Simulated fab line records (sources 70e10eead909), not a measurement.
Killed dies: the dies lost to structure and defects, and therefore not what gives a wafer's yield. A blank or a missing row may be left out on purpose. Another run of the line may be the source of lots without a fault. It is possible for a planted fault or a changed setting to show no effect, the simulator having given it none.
Chamber matching ; flow nand-harc ; NHARC_P_GATE_DESCUM_31 on rie-diel-02 has 4 sister chambers
The step chemistry O2, time 3 s. 16 wafers are shown with their chamber, then 8 later ones without.

WAFERS, EACH WITH ITS CHAMBER
wafer;chamber;drypump-motor-current-A (A);showerhead-plenum-p-Torr (Torr);rf-vpp-V (V)
L080.3;0;5.8;1.92;56.6
L080.5;1;5.0;2.03;59.1
L080.6;0;5.8;1.92;58.3
L081.1;2;6.4;1.97;58.3
L081.3;0;5.8;1.92;58.0
L081.5;1;5.1;2.03;59.2
L082.4;0;5.8;1.92;57.7
L082.5;3;6.3;2.06;57.5
L082.6;2;6.4;1.97;58.5
L084.4;1;5.1;2.03;58.4
L084.5;3;6.3;2.06;58.2
L084.6;2;6.4;1.97;58.1
L091.2;3;6.3;2.05;57.1
L091.3;2;6.4;1.97;58.8
L091.4;0;5.8;1.92;58.2
L092.1;1;5.1;2.03;58.4

SIGNATURES, as means of the wafers listed above
reading;chamber 0;chamber 1;chamber 2;chamber 3;scatter within a chamber
drypump-motor-current-A;5.800;5.075;6.400;6.300;0.025
showerhead-plenum-p-Torr;1.9200;2.0300;1.9700;2.0567;0.00236
rf-vpp-V;57.760;58.775;58.425;57.600;0.528
Rule: distance of a wafer from a chamber = root of the sum over the readings of ((wafer's reading minus chamber's mean) / reading's scatter) squared. The wafer belongs to the nearest chamber; if the next one is less than 2 further off, it can't be placed. The scatter: the root of (the sum of the squares of (reading less its chamber's mean) over the shown wafers, divided by (wafers less chambers)).

WAFERS WITHOUT THEIR CHAMBER
wafer;drypump-motor-current-A (A);showerhead-plenum-p-Torr (Torr);rf-vpp-V (V)
L092.2;5.8;1.92;57.7
L092.5;6.4;1.97;58.4
L093.2;6.4;1.97;57.6
L093.3;6.3;2.05;56.6
L093.4;5.1;2.03;58.4
L096.1;6.4;1.97;59.2
L096.3;5.8;1.92;58.5
L096.6;5.1;2.03;60.1

CHAMBER TAKEN BY EACH
wafer;from the rows above;in truth
L092.2;0;0
L092.5;2;2
L093.2;2;2
L093.3;3;3
L093.4;1;1
L096.1;2;2
L096.3;0;0
L096.6;1;1
8 of 8 placed correctly. Not placeable from these rows: 0. Wrongly placed: 0.
